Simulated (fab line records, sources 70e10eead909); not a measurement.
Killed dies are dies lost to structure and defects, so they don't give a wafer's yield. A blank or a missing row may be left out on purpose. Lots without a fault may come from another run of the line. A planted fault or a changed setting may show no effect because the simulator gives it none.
A struck lot beside a sound one | flow nand_harc | 41 steps out of a route of 1159
Sound: wafers L208.1, L208.5, L208.6. Struck: wafer L222.6. (L222.2, L222.5 of the same lot were not struck and are left out.) The cause comes at the end.
At each step with rows: each side's tool, then ch and its chambers, then its first start. Under that, the readings that differ: sound wafers | struck wafers | difference of the means | sigmas: that difference in standard deviations of wafers without a fault.
alike: readings whose means differ by less than 2 such deviations, and words and numbers that are the same on both sides. not compared: withheld readings, readings that some wafer has no value for, bounds like >300 that may hide the same value, and numbers for which the record gives no deviation and whose values overlap.
The two part at a step that has a row with sigmas, a row that says differs or no value, or rows on one side only. Numbers that don't overlap but have no deviation are shown without sigmas and don't part them. A reading that every wafer of one side lacks parts them only if that side has two wafers or more.

first, 3 steps without rows for these wafers: NHARC_A_CONTACT_EXPOSE_05 (exposes mask A CC); NHARC_A_CONTACT_PEB_06 (peb time 65 s); NHARC_A_CONTACT_DEVELOP_07 (develop time 35 s).
NHARC_A_CONTACT_CD_MEAS_08: target cd 100 nm.
  sound on cd_sem-03 ch 0, day 18 19:37; struck on cd_sem-03 ch 0, day 21 23:43
  alike: cd_nm
NHARC_A_CONTACT_OVL_MEAS_09:
  sound on overlay-01, day 18 19:43; struck on overlay-01, day 21 23:49
  alike: overlay_x_nm, overlay_y_nm
NHARC_A_CONTACT_INSPECT_10:
  sound on defect_inspect-01, day 18 19:45; struck on defect_inspect-01, day 21 23:50
  alike: raw_defect_count
then, 3 steps without rows for these wafers: NHARC_A_CONTACT_DESCUM_13 (chemistry O2, time 3 s); NHARC_A_CONTACT_ETCH_88 (etches the open film in CF4, target depth 39 nm, time 65 s); NHARC_A_CONTACT_ETCH_89 (etches the open film in N2/H2, target depth 260 nm, time 475.3 s).
NHARC_A_CONTACT_ETCH_30: etches the open film in CF4/CHF3, target depth 60.5 nm, time 30.2 s.
  sound on rie_diel-09 ch 0,1,2; struck on rie_diel-02 ch 0
  reading            | sound             | struck | difference | sigmas
  rf_fwd_power_W (W) | 493.6 487.4 493.4 | 495.9  | +4.4       | +2
  alike: drypump_motor_current_A, oes_product_au, rf_vpp_V, showerhead_plenum_p_Torr, throttle_valve_pct
  not compared: rf_hours_counter_h
then, 2 steps without rows for these wafers: NHARC_A_CONTACT_ETCH_31 (etches the open film in O2/COS, target depth 2000 nm, time 520 s); NHARC_A_CONTACT_ETCH_134 (etches the open film in C4F8/O2/Ar, time 140 s, target depth 700 nm).
NHARC_A_CONTACT_ETCH_135: etches the open film in C4F8/O2/Ar, time 132 s, target depth 1287 nm.
  sound on har_cap_etch-02 ch 0,1, day 18 20:59; struck on har_cap_etch-02 ch 0, day 22 01:05
  not compared: rf_hours_counter_h
then, 1 step without rows for these wafers: NHARC_A_CONTACT_ETCH_136 (etches the open film in C4F8/O2/Ar, time 132 s, target depth 1287 nm).
NHARC_A_CONTACT_ETCH_137: etches the open film in C4F8/O2/Ar, time 132 s, target depth 1287 nm.
  sound on har_cap_etch-02 ch 0,1, day 18 21:14; struck on har_cap_etch-02 ch 0, day 22 01:20
  not compared: rf_hours_counter_h
then, 4 steps without rows for these wafers: NHARC_A_CONTACT_ETCH_138 (etches the open film in C4F8/O2/Ar, time 132 s, target depth 1289 nm); NHARC_A_CONTACT_ETCH_139 (etches the open film in C4F8/O2/Ar, time 137 s, target depth 590 nm); NHARC_A_CONTACT_ETCH_92 (etches the open film in CH3F/O2, target depth 40 nm, time 85.7 s); NHARC_A_CONTACT_ETCH_98 (etches the open film in C4F6/O2, target depth 20 nm, time 10 s).
NHARC_A_CONTACT_CD_MEAS_15:
  sound on cd_sem-03, day 18 22:07; struck on cd_sem-01, day 22 02:19
  reading    | sound          | struck | difference | sigmas
  cd_nm (nm) | 88.8 88.8 88.6 | 90.3   | +1.6       | +3
then, 3 steps without rows for these wafers: NHARC_A_CONTACT_STRIP_107 (strips in N2/H2); NHARC_A_CONTACT_STRIP_108 (strips in CF4/CHF3); NHARC_A_CONTACT_STRIP_109 (strips in O2/COS).
NHARC_A_CONTACT_ETCH_110: etches the open film in CF4/O2, target depth 50 nm, overetch 5 nm, time 27.5 s.
  sound on rie_diel-09 ch 1,2,3, day 18 22:40; struck on rie_diel-03 ch 1, day 22 02:36
  alike: drypump_motor_current_A, oes_product_au, rf_fwd_power_W, rf_vpp_V, showerhead_plenum_p_Torr, throttle_valve_pct
  not compared: rf_hours_counter_h
then, 2 steps without rows for these wafers: NHARC_A_CONTACT_STRIP_26 (strips in O2); NHARC_A_CONTACT_STRIP_27 (strips in post etch residue remover, time 600 s).
NHARC_A_CONTACT_ALD_18: deposits TiN, target thk 3 nm, pulse time 1 s, ald cycles 150.
  sound on ald_metal-01 ch 0,3, day 18 23:19; struck on ald_metal-02 ch 2, day 22 03:16
  alike: heater_power_w, precursor_pulse_height_rel
NHARC_A_CONTACT_CVD_19: deposits W, target thk 300 nm, time 802 s.
  sound on cvd_w-02 ch 0,1; struck on cvd_w-02 ch 0
  alike: heater_power_w, mfc_h2_sccm, throttle_valve_pct
then, 12 steps without rows for these wafers: NHARC_A_CONTACT_CMP_20 (polishes, t overpolish 30 s, target thk 300 nm); NHARC_A_CONTACT_SRD_22; NHARC_A_BLC_DEHYDRATE_00 (time 120 s); NHARC_A_BLC_HMDS_01 (time 30 s); NHARC_A_BLC_COAT_02 (time 75 s); NHARC_A_BLC_COAT_03 (time 65 s); NHARC_A_BLC_COAT_04 (resist thk 90 nm); NHARC_A_BLC_SOFTBAKE_05 (time 55 s); NHARC_A_BLC_EBR_06; NHARC_A_BLC_EXPOSE_07 (exposes mask A BLC, target cd 100 nm); NHARC_A_BLC_PEB_08 (peb time 65 s); NHARC_A_BLC_DEVELOP_09 (develop time 35 s).
-- the record jumps here: 3 days lie between the struck wafers' starts before and after (it left off in module A_BLC and takes up again in module END, whose first step shown is number 1159 of the route) --
NHARC_END_SORT_01:
  sound on prober-01 ch 0, day 21 08:19; struck on prober-02 ch 0, day 24 15:56
  reading         | sound    | struck | difference | sigmas
  killed_at_array | 20 18 26 | 128    | +107       | +10
  killed_dies     | 24 23 28 | 131    | +106       | +9
  alike: killed_at_other, killed_at_periphery, killed_open, killed_short

WHERE THEY PART
First at NHARC_A_CONTACT_ETCH_30; last, within this record, at NHARC_END_SORT_01.

WHY: what the simulator had put in
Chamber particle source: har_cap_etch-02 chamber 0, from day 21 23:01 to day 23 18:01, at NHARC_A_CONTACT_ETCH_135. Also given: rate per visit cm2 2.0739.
